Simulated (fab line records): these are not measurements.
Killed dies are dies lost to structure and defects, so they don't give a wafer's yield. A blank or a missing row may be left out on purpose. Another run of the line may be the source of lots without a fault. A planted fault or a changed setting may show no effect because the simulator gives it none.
A struck lot beside a sound one / flow nand-harc / 41 steps out of a route of 1302
Sound: wafers L351.3, L351.4, L351.5. Wafers struck: L348.1, L348.3, L348.6. The cause is given at the end.
Each step with rows lists, per side, the tool, then ch with its chambers, then its first start. Under that, the readings that differ: sound wafers / struck wafers / difference of the means / sigmas: that difference in standard deviations of wafers without a fault.
alike: words and numbers the same on both sides, and readings whose means are apart by under 2 such deviations; not compared: readings that were withheld, readings missing a value for some wafer, numbers with overlapping values and no deviation given by the record, and bounds like >300 which may hide the same value.
Wherever a step has rows on one side only, a row that says differs or no value, or a row with sigmas, the two part there. When numbers do not overlap yet have no deviation, they are printed without sigmas and do not part them. A reading that every wafer of one side lacks parts them only if that side has two wafers or more.

first, 1 step without rows for these wafers: NHARC_A_M1_DEVELOP_08 (develop time 35 s).
NHARC_A_M1_CD_MEAS_09: target cd 120 nm.
  sound on cd-sem-03 ch 0, day 26 19:40; struck on cd-sem-03 ch 0, day 25 18:01
  alike: cd-nm
NHARC_A_M1_OVL_MEAS_10: pitch 240 nm.
  sound on overlay-01, day 26 19:46; struck on overlay-01, day 25 18:06
  alike: overlay-x-nm, overlay-y-nm
NHARC_A_M1_INSPECT_11:
  sound on defect-inspect-01, day 26 19:47; struck on defect-inspect-02, day 25 18:08
  alike: raw-defect-count
then, 3 steps without rows for these wafers: NHARC_A_M1_DESCUM_14 (chemistry O2, time 3 s); NHARC_A_M1_ETCH_35 (etches the open film in N2/H2, target depth 40 nm, overetch 12 nm, time 43.94 s); NHARC_A_M1_ETCH_15 (etches the open film in C4F8/Ar, target depth 182.5 nm, time 91.2 s).
NHARC_A_M1_CD_MEAS_16:
  sound on cd-sem-01, day 26 20:10; struck on cd-sem-03, day 25 18:30
  alike: cd-nm
NHARC_A_M1_STRIP_18: strips in N2/H2.
  sound on rie-diel-12 ch 0,1,3, day 26 20:16; struck on rie-diel-12 ch 0,2,3, day 25 18:36
  alike: drypump-motor-current-A, oes-product-au, rf-vpp-V, showerhead-plenum-p-Torr, throttle-valve-pct
  not compared: rf-hours-counter-h
NHARC_A_M1_ETCH_28: etches the open film in CF4/N2, target depth 30 nm, time 72.99 s.
  sound on rie-diel-12 ch 0,2,3; struck on rie-diel-12 ch 0,1,2
  alike: drypump-motor-current-A, oes-product-au, rf-vpp-V, showerhead-plenum-p-Torr, throttle-valve-pct
  not compared: rf-hours-counter-h
then, 2 steps without rows for these wafers: NHARC_A_M1_STRIP_19 (strips in post etch residue remover, time 600 s); NHARC_A_M1_DEGAS_29 (time 60 s).
NHARC_A_M1_PRE_CLEAN_30: time 30 s.
  sound on pvd-sputter-01, day 26 20:59; struck on pvd-sputter-02, day 25 19:17
  alike: heater-power-w
then, 3 steps without rows for these wafers: NHARC_A_M1_PVD_20 (deposits TaN, target thk 5 nm, time 8.06 s); NHARC_A_M1_PVD_21 (deposits Cu, target thk 30 nm, time 20.49 s); NHARC_A_M1_ECD_22 (material Cu, target thk 400 nm).
NHARC_A_M1_ANNEAL_31: time 90 s.
  sound on rtp-anneal-02 ch 0, day 26 21:47; struck on rtp-anneal-01 ch 0, day 25 19:57
  alike: wafer_temp_C_max
then, 1 step without rows for these wafers: NHARC_A_M1_CMP_23 (polishes, t overpolish 20 s, target thk 154.34 nm).
NHARC_A_M1_THK_MEAS_24: measures by xrf.
  sound on film-metro-01, day 26 22:20; struck on film-metro-01, day 25 20:37
  alike: thk-nm
then, 4 steps without rows for these wafers: NHARC_A_M1_SRD_25; NHARC_A_M1_PRE_CLEAN_32 (time 12 s); NHARC_A_M1_DEP_33 (deposits SiCN, target thk 30 nm); NHARC_A_BONDPAD_DEP_00 (deposits SiCN, target thk 250 nm).
NHARC_A_BONDPAD_CMP_29: polishes SiCN, target thk 200 nm.
  sound on cmp-03 ch 1,2, day 26 23:36; struck on cmp-03 ch 0,1,2, day 25 21:53
  alike: motor-current-A, slurry-filter-dp-kPa, slurry-flow-ml-min
NHARC_A_BONDPAD_THK_MEAS_30: measures by ellipsometry.
  sound on film-metro-02, day 26 23:51; struck on film-metro-02, day 25 22:07
  alike: thk-nm
then, 10 steps without rows for these wafers: NHARC_A_BONDPAD_SRD_31; NHARC_A_BONDPAD_DEHYDRATE_01 (time 120 s); NHARC_A_BONDPAD_HMDS_02 (time 30 s); NHARC_A_BONDPAD_COAT_33 (time 65 s); NHARC_A_BONDPAD_COAT_03 (resist thk 600 nm); NHARC_A_BONDPAD_SOFTBAKE_04 (time 70 s); NHARC_A_BONDPAD_EBR_05; NHARC_A_BONDPAD_EXPOSE_06 (exposes mask A BPAD); NHARC_A_BONDPAD_PEB_07 (peb time 80 s); NHARC_A_BONDPAD_DEVELOP_08 (time 50 s).
NHARC_A_BONDPAD_CD_MEAS_09: target cd 500 nm.
  sound on cd-sem-01 ch 0, day 27 00:17; struck on cd-sem-01 ch 0, day 25 22:41
  alike: cd-nm
NHARC_A_BONDPAD_OVL_MEAS_35:
  sound on overlay-01, day 27 00:23; struck on overlay-02, day 25 22:47
  alike: overlay-x-nm, overlay-y-nm
then, 2 steps without rows for these wafers: NHARC_A_BONDPAD_HARDBAKE_10 (time 65 s); NHARC_A_BONDPAD_DESCUM_11 (chemistry O2, time 3 s).
NHARC_A_BONDPAD_ETCH_34: etches the open film in N2/H2, target depth 60 nm, overetch 18 nm, time 65.91 s.
  sound on rie-diel-08 ch 0,1, day 27 00:35; struck on rie-diel-08 ch 0,2, day 25 23:01
  alike: drypump-motor-current-A, oes-product-au, rf-vpp-V, showerhead-plenum-p-Torr, throttle-valve-pct
  not compared: rf-hours-counter-h
NHARC_END_SORT_01:
  only the struck wafers appear in the record here, on prober-01 ch 0 at day 27 05:44; the sound ones have no rows

## WHERE THEY PART
At NHARC_END_SORT_01 and nowhere else, as far as this record goes.

WHY: whatever the simulator had introduced
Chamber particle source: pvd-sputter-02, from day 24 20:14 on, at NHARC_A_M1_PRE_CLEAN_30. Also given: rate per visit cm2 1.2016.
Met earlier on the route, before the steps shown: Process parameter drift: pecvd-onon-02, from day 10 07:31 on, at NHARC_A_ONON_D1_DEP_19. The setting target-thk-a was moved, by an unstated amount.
